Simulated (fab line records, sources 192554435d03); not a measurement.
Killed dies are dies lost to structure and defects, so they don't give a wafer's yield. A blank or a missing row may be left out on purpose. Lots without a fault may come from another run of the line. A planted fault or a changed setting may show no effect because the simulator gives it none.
fab line records | flow n5_finfet | part 1 of 2: steps 1 to 3 of 6
record lots=20 wafers=60 last_day=17
route steps=1938 shown BEOL_M0_SAQP@662 BEOL_M0_CUTY@713 BEOL_M0@716
lots that met no fault: from a run of the same line without faults
start_h: hours from the record's first day to the start of the lot's first wafer shown | wait_h: hours since the lot's step before | " the same as in the row above | L1.1+2: a row that stands for several wafers | - no value, or no start given | * or withheld: withheld | < > ~ a bound
route shown NAME@n: a module of which the file shows steps, and the number in the route of the first | usual: mean/standard deviation of fault-free wafers | same: alike in all rows | chamber/n: place in a boat | sites: the reading at each site | _std_site: their standard deviation | _edge_site: outer sites' mean less inner sites' | radius_mm: how far each site lies from the wafer's centre | mask NAME#n: copy n | behind: the tool/chamber that last shaped the wafer | hold: why the lot was held/for how many hours/how that ended | device: the transistor (n, p or np) that didn't switch | end of line: the same wafers' tests at the end of the route | a step without rows: its recipe alone | killed: dies lost to structure and defects at the first sort, not the wafer's yield | map: a wafer's dies, x killed, . not, _ none there
set.NAME: the setting as run; set.NAME@STEP: as run at that earlier step | model.NAME: the simulator's own value behind a step, which no gauge read
steps of the route over a sample of lots; a table a step, a row a wafer
services: from which hour (start_h, from the record's first day; less than 0 if before it) a tool's chamber was out of use, for how many hours, and why
## steps
# step N5_BEOL_M0_SAQP_RECESS_114
# recipe chemistry=HF/NH3 target=SiO2 target_depth_a=144 afs_cycles=3 temp_c=30 sublimation_temp_c=180 sublimation_time_s=60
# usual drypump_motor_current_A=5.8/0.34 temp_c=30.00/0.11
# columns lot.wafer tool chamber start_h wait_h drypump_motor_current_A temp_c
L074.1 vapor_etch-01 0 107.96 0.0 6.0 29.98
L074.2 " 1 " " 5.9 30.04
L074.5 " 0 " " 6.0 29.99
L076.1 vapor_etch-02 0 124.31 0.0 5.2 29.92
L076.2 " 1 " " 5.2 29.99
L076.4 " 1 " " 5.3 29.98
L077.2 vapor_etch-01 1 127.19 0.0 5.9 29.96
L077.3 " 1 " " 5.9 29.97
L077.5 " 0 " " 6.0 29.68
L078.2 vapor_etch-02 0 132.87 0.0 5.2 30.03
L078.3 " 1 " " 5.2 30.09
L078.6 " 0 " " 5.2 30.05
L079.1 vapor_etch-01 1 136.98 0.7 5.9 30.03
L079.4 " 0 " " 6.0 29.92
L079.6 " 0 " " 6.0 29.95
L080.4 vapor_etch-01 0 145.93 0.1 6.0 30.11
L080.5 " 1 " " 5.9 30.04
L080.6 " 0 " " 6.0 30.10
L081.3 vapor_etch-01 1 156.91 0.2 5.9 29.90
L081.4 " 0 " " 6.0 30.13
L081.5 " 0 " " 6.0 29.96
L083.2 vapor_etch-01 1 162.04 0.0 5.9 29.91
L083.4 " 1 " " 5.9 29.89
L083.6 " 1 " " 5.9 29.92
L084.1 vapor_etch-01 1 166.36 0.0 5.9 29.91
L084.2 " 0 " " 6.0 29.91
L084.6 " 1 " " 5.9 29.89
L086.1 vapor_etch-02 1 184.01 0.0 5.2 30.10
L086.2 " 0 " " 5.2 29.85
L086.4 " 1 " " 5.3 30.17
L087.1 vapor_etch-01 1 187.01 0.0 5.9 30.19
L087.5 " 1 " " 5.9 30.07
L087.6 " 0 " " 6.0 29.99
L089.1 vapor_etch-02 1 197.12 0.0 5.3 30.03
L089.3 " 1 " " 5.3 30.16
L089.4 " 0 " " 5.2 29.90
L088.1 vapor_etch-01 0 203.45 0.1 6.0 30.07
L088.4 " 0 " " 6.0 30.13
L088.5 " 1 " " 5.9 30.00
L090.3 vapor_etch-01 0 207.51 0.1 6.0 30.01
L090.5 " 1 " " 5.9 30.06
L090.6 " 0 " " 6.0 29.86
L091.1 vapor_etch-01 1 209.19 0.0 5.9 30.03
L091.4 " 0 " " 6.0 30.06
L091.5 " 1 " " 5.9 29.96
L092.2 vapor_etch-02 1 218.79 0.0 5.2 29.83
L092.4 " 0 " " 5.2 30.00
L092.6 " 0 " " 5.2 30.17
L093.1 vapor_etch-01 0 221.97 0.0 6.0 30.02
L093.4 " 0 " " 6.0 29.99
L093.6 " 0 " " 6.0 30.00
L094.1 vapor_etch-02 0 229.69 0.0 5.3 29.96
L094.2 " 1 " " 5.2 30.01
L094.6 " 0 " " 5.2 30.08
L096.1 vapor_etch-02 1 247.52 0.0 5.2 30.14
L096.4 " 0 " " 5.2 29.98
L096.6 " 0 " " 5.2 30.03
L097.1 vapor_etch-01 1 248.36 0.0 5.9 30.09
L097.2 " 0 " " 6.0 30.07
L097.3 " 1 " " 5.9 30.22
# step N5_BEOL_M0_SAQP_ETCH_101
# recipe chemistry=CH3F/O2 target=SiNx mask_material=SiO2 target_depth_a=299 time_s=42.7 pressure_mtorr=30 source_w=395 bias_w=73 Ar_flow_sccm=150 CH3F_flow_sccm=30 O2_flow_sccm=20 ion_energy_ev=120
# usual drypump_motor_current_A=5.54/0.27 oes_f_703_au=0.78/0.078 oes_product_au=0.77/0.081 rf_fwd_power_W=392.9/1.3 rf_vpp_V=299/6.2 showerhead_plenum_p_Torr=2.01/0.069 throttle_valve_pct=16.32/0.26
# columns lot.wafer tool chamber start_h wait_h drypump_motor_current_A oes_f_703_au oes_product_au rf_fwd_power_W rf_hours_counter_h rf_vpp_V showerhead_plenum_p_Torr throttle_valve_pct
L074.1 rie_diel-06 2 109.05 0.0 5.45 0.77 0.73 391.8 163 287 2.07 16.12
L074.2 " 0 " " 5.74 0.72 0.71 391.3 204 292 2.00 16.60
L074.5 " 0 " " 5.75 0.72 0.71 392.1 - 292 2.00 16.61
L076.1 rie_diel-02 3 125.50 0.1 5.32 0.79 0.78 392.0 140 294 1.91 16.34
L076.2 " 1 " " 5.69 0.90 0.87 391.8 45 300 1.94 16.26
L076.4 " 2 " " 5.84 0.85 0.87 391.7 60 307 2.02 15.88
L077.2 rie_diel-06 0 128.29 0.0 5.78 0.71 0.71 393.6 210 292 1.99 16.62
L077.3 " 3 " " 5.87 0.88 0.88 393.5 51 301 2.14 16.05
L077.5 " 0 " " 5.77 0.71 0.71 393.3 - 293 1.99 16.63
L078.2 rie_diel-02 2 134.12 0.0 5.81 0.84 0.85 395.2 62 309 2.02 15.87
L078.3 " 1 " " 5.63 0.88 0.85 392.4 48 301 1.94 16.26
L078.6 " 3 " " 5.35 0.79 0.77 392.9 - 293 1.91 16.34
L079.1 rie_diel-01 1 138.07 0.0 5.45 0.71 0.70 393.1 240 297 2.06 16.32
L079.4 " 0 " " 5.42 0.79 0.78 394.1 139 287 1.92 16.37
L079.6 " 2 " " 5.77 0.69 0.69 395.9 - 303 2.07 16.86
L080.4 rie_diel-06 2 146.97 0.0 5.43 0.76 0.74 391.0 169 287 2.07 16.15
L080.5 " 3 " " 5.88 0.86 0.88 393.1 - 301 2.14 16.06
L080.6 " 2 " " 5.42 0.76 0.74 392.9 - 286 2.07 16.13
L081.3 rie_diel-02 0 158.44 0.2 5.10 0.70 0.70 392.8 226 305 2.05 16.46
L081.4 " 1 " " 5.65 0.87 0.86 392.8 54 301 1.94 16.25
L081.5 " 2 " " 5.86 0.83 0.84 392.9 - 307 2.02 15.88
L083.2 rie_diel-02 0 163.13 0.0 5.13 0.70 0.69 393.6 227 304 2.05 16.46
L083.4 " 2 " " 5.82 0.83 0.85 393.0 70 309 2.02 15.90
L083.6 " 2 " " 5.81 0.84 0.84 393.7 - 306 2.02 15.89
L084.1 rie_diel-06 1 167.76 0.3 5.31 0.70 0.70 392.7 211 300 1.97 16.47
L084.2 " 0 " " 5.78 0.71 0.71 390.5 224 291 1.99 16.64
L084.6 " 1 " " 5.31 0.69 0.70 392.9 - 302 1.97 16.47
L086.1 rie_diel-06 2 185.75 0.3 5.43 0.76 0.74 391.9 181 288 2.07 16.15
L086.2 " 0 " " 5.78 0.70 0.69 390.4 230 292 1.99 16.67
L086.4 " 3 " " 5.88 0.85 0.86 394.5 69 301 2.13 16.09
L087.1 rie_diel-02 2 188.12 0.0 5.83 0.82 0.84 394.6 79 308 2.02 15.91
L087.5 " 3 " " 5.34 0.78 0.75 391.0 - 295 1.91 16.35
L087.6 " 2 " " 5.83 0.82 0.83 395.6 - 307 2.02 15.91
L089.1 rie_diel-06 0 198.22 0.0 5.80 0.70 0.70 390.9 234 292 1.99 16.66
L089.3 " 1 " " 5.31 0.69 0.69 392.7 221 301 1.97 16.49
L089.4 " 2 " " 5.41 0.75 0.73 394.2 185 287 2.06 16.16
L088.1 rie_diel-02 0 204.56 0.0 5.11 0.69 0.68 393.5 242 305 2.05 16.47
L088.4 " 1 " " 5.64 0.85 0.83 393.3 70 301 1.93 16.30
L088.5 " 1 " " 5.64 0.85 0.82 392.8 - 302 1.93 16.28
L090.3 rie_diel-06 2 208.49 0.0 5.46 0.76 0.72 391.4 188 286 2.06 16.17
L090.5 " 0 " " 5.76 0.70 0.68 392.9 - 291 1.99 16.68
L090.6 " 3 " " 5.85 0.84 0.85 393.6 - 300 2.13 16.08
L091.1 rie_diel-02 1 211.00 0.0 5.67 0.86 0.83 392.6 72 301 1.93 16.29
L091.4 " 2 " " 5.82 0.81 0.83 393.7 87 308 2.01 15.92
L091.5 " 1 " " 5.68 0.85 0.83 393.7 - 302 1.93 16.31
L092.2 rie_diel-01 3 219.96 0.1 5.15 0.82 0.83 391.5 67 295 2.03 16.60
L092.4 " 1 " " 5.49 0.96 0.96 392.8 13 297 2.05 15.87
L092.6 " 2 " " 5.76 0.66 0.67 394.8 - 303 2.06 16.93
L093.1 rie_diel-02 3 223.34 0.1 5.33 0.77 0.75 391.9 169 294 1.90 16.39
L093.4 " 1 " " 5.65 0.85 0.83 395.0 76 301 1.93 16.30
L093.6 " 0 " " 5.12 0.69 0.68 392.1 - 305 2.04 16.49
L094.1 rie_diel-02 0 231.03 0.0 5.09 0.69 0.67 393.6 249 305 2.04 16.50
L094.2 " 2 " " 5.83 0.80 0.81 391.9 92 308 2.01 15.91
L094.6 " 0 " " 5.09 0.68 0.67 392.9 - 304 2.04 16.51
L096.1 rie_diel-06 3 248.62 0.0 5.92 0.83 0.83 395.1 88 300 2.13 16.13
L096.4 " 2 " " 5.44 0.74 0.72 390.6 200 287 2.06 16.20
L096.6 " 1 " " 5.32 0.68 0.68 392.2 - 302 1.96 16.50
L097.1 rie_diel-02 2 249.46 0.0 5.86 0.79 0.81 393.5 98 307 2.01 15.95
L097.2 " 3 " " 5.34 0.76 0.75 392.9 176 294 1.90 16.38
L097.3 " 0 " " 5.11 0.99 0.98 392.2 0 303 2.04 15.98
# step N5_BEOL_M0_SAQP_DESCUM_45
# recipe chemistry=O2 time_s=7 source_power_w=50 bias_power_w=20 pressure_mtorr=20 rf_frequency_hz=2.712e+07 temp_c=40 resist=CAR-EUV o2_flow_sccm=225
# usual drypump_motor_current_A=5.50/0.26 oes_product_au=0.77/0.087 rf_fwd_power_W=49.33/0.28 rf_vpp_V=243.3/1.3 showerhead_plenum_p_Torr=2.11/0.067 temp_c=40.00/0.098 throttle_valve_pct=20.48/0.25
# columns lot.wafer tool chamber start_h wait_h drypump_motor_current_A oes_product_au rf_fwd_power_W rf_hours_counter_h rf_vpp_V showerhead_plenum_p_Torr temp_c throttle_valve_pct
L074.1 rie_diel-01 2 111.35 0.1 5.81 0.69 49.60 213 243.6 2.16 40.12 20.84
L074.2 " 1 " " 5.49 0.71 49.56 233 244.6 2.17 40.12 20.38
L074.5 " 1 " " 5.47 0.70 49.56 - 243.5 2.17 40.08 20.39
L076.1 rie_diel-06 0 127.84 0.0 5.76 0.70 49.42 210 242.4 2.06 40.07 20.55
L076.2 " 3 " " 5.88 0.87 49.42 51 244.9 2.23 40.11 20.08
L076.4 " 1 " " 5.33 0.69 49.25 - 243.5 2.08 39.81 20.54
L077.2 rie_diel-01 2 130.87 0.4 5.76 0.69 49.87 219 244.0 2.16 39.90 20.85
L077.3 " 1 " " 5.45 0.71 49.49 238 244.9 2.16 40.12 20.36
L077.5 " 1 " " 5.46 0.71 49.64 - 243.8 2.16 39.99 20.38
L078.2 rie_diel-01 3 136.27 0.0 5.15 0.88 48.55 41 244.9 2.13 39.93 20.66
L078.3 " 1 " " 5.48 0.71 49.70 240 244.2 2.16 39.98 20.38
L078.6 " 1 " " 5.48 0.71 49.67 - 246.0 2.16 40.01 20.40
L079.1 rie_diel-06 0 140.49 0.0 5.78 0.71 48.98 215 243.5 2.06 40.13 20.56
L079.4 " 1 " " 5.32 0.69 48.81 202 242.2 2.07 40.01 20.54
L079.6 " 3 " " 5.87 0.87 49.39 - 245.5 2.23 40.09 20.08
L080.4 rie_diel-01 1 149.14 0.0 5.45 0.70 49.66 243 244.3 2.16 40.08 20.38
L080.5 " 3 " " 5.11 0.86 49.02 - 244.8 2.13 39.95 20.63
L080.6 " 2 " " 5.75 0.69 49.32 - 244.5 2.15 40.05 20.86
L081.3 rie_diel-02 2 160.59 0.0 5.83 0.85 49.66 70 242.9 2.13 40.03 19.99
L081.4 " 1 " " 5.68 0.85 49.48 55 241.0 2.03 39.86 20.44
L081.5 " 1 " " 5.70 0.84 49.63 - 243.4 2.03 39.94 20.42
L083.2 rie_diel-01 0 165.51 0.0 5.41 0.76 49.15 148 242.6 2.01 39.93 20.57
L083.4 " 0 " " 5.42 0.76 49.28 - 241.8 2.01 39.99 20.57
L083.6 " 3 " " 5.16 0.86 48.93 - 244.1 2.13 40.00 20.68
L084.1 rie_diel-01 3 171.16 0.0 5.15 0.86 48.72 52 244.0 2.13 40.04 20.66
L084.2 " 2 " " 5.74 0.68 49.43 230 244.5 2.15 40.10 20.87
L084.6 " 0 " " 5.42 0.75 49.30 - 241.0 2.01 39.88 20.57
L086.1 rie_diel-01 1 188.50 0.0 5.47 1.02 49.69 2 244.5 2.16 39.87 20.01
L086.2 " 0 " " 5.41 0.76 49.42 155 242.8 2.01 39.78 20.60
L086.4 " 3 " " 5.13 0.86 48.90 57 242.7 2.13 39.99 20.69
L087.1 rie_diel-01 3 190.27 0.0 5.18 0.86 48.68 57 245.0 2.13 40.09 20.68
L087.5 " 3 " " 5.17 0.85 48.93 - 243.0 2.13 40.13 20.69
L087.6 " 0 " " 5.42 0.76 49.51 - 241.0 2.01 39.98 20.58
L089.1 rie_diel-06 3 200.56 0.0 5.91 0.86 49.57 73 245.1 2.22 39.91 20.12
L089.3 " 0 " " 5.77 0.69 49.05 234 241.8 2.05 39.95 20.59
L089.4 " 2 " " 5.40 0.72 49.35 185 244.8 2.17 40.05 20.25
L088.1 rie_diel-02 2 206.94 0.0 5.81 0.82 49.35 86 243.3 2.12 39.94 20.01
L088.4 " 3 " " 5.32 0.75 49.27 164 241.9 2.00 40.10 20.47
L088.5 " 3 " " 5.31 0.75 49.09 - 240.8 2.00 40.07 20.48
L090.3 rie_diel-02 1 211.24 0.0 5.65 0.83 49.41 72 242.0 2.03 40.01 20.44
L090.5 " 1 " " 5.64 0.82 49.57 - 242.7 2.03 39.98 20.43
L090.6 " 2 " " 5.86 0.83 49.71 - 243.0 2.12 39.94 20.02
L091.1 rie_diel-02 1 213.16 0.0 5.65 0.81 49.66 72 242.0 2.03 40.08 20.45
L091.4 " 0 " " 5.07 0.67 49.36 244 243.2 2.16 40.01 20.63
L091.5 " 3 " " 5.37 0.74 49.15 - 241.2 2.00 39.97 20.49
L092.2 rie_diel-01 2 222.24 0.0 5.77 0.67 49.55 246 244.2 2.15 40.07 20.90
L092.4 " 3 " " 5.16 0.85 48.81 67 242.8 2.13 39.89 20.69
L092.6 " 3 " " 5.16 0.83 48.81 - 243.5 2.13 39.94 20.70
L093.1 rie_diel-06 1 225.49 0.0 5.32 0.67 49.33 229 242.6 2.07 40.15 20.61
L093.4 " 2 " " 5.43 0.72 49.39 193 243.8 2.17 40.07 20.27
L093.6 " 0 " " 5.76 0.69 49.12 - 242.5 2.05 40.01 20.57
L094.1 rie_diel-01 1 233.72 0.0 5.47 0.96 49.61 16 243.2 2.15 40.01 20.00
L094.2 " 3 " " 5.12 0.84 49.00 70 244.4 2.12 40.25 20.70
L094.6 " 3 " " 5.16 0.83 48.70 - 242.5 2.13 40.16 20.69
L096.1 rie_diel-02 0 250.94 0.0 5.10 0.98 49.36 0 244.4 2.16 40.01 20.23
L096.4 " 2 " " 5.86 0.82 49.37 - 244.0 2.12 40.01 20.04
L096.6 " 3 " " 5.36 0.74 49.36 - 242.2 2.00 39.89 20.50
L097.1 rie_diel-02 1 251.61 0.0 5.62 0.80 49.40 82 242.1 2.02 39.89 20.45
L097.2 " 2 " " 5.84 0.81 49.47 98 243.7 2.12 40.09 20.03
L097.3 " 3 " " 5.31 0.74 49.34 177 242.2 2.00 40.02 20.49
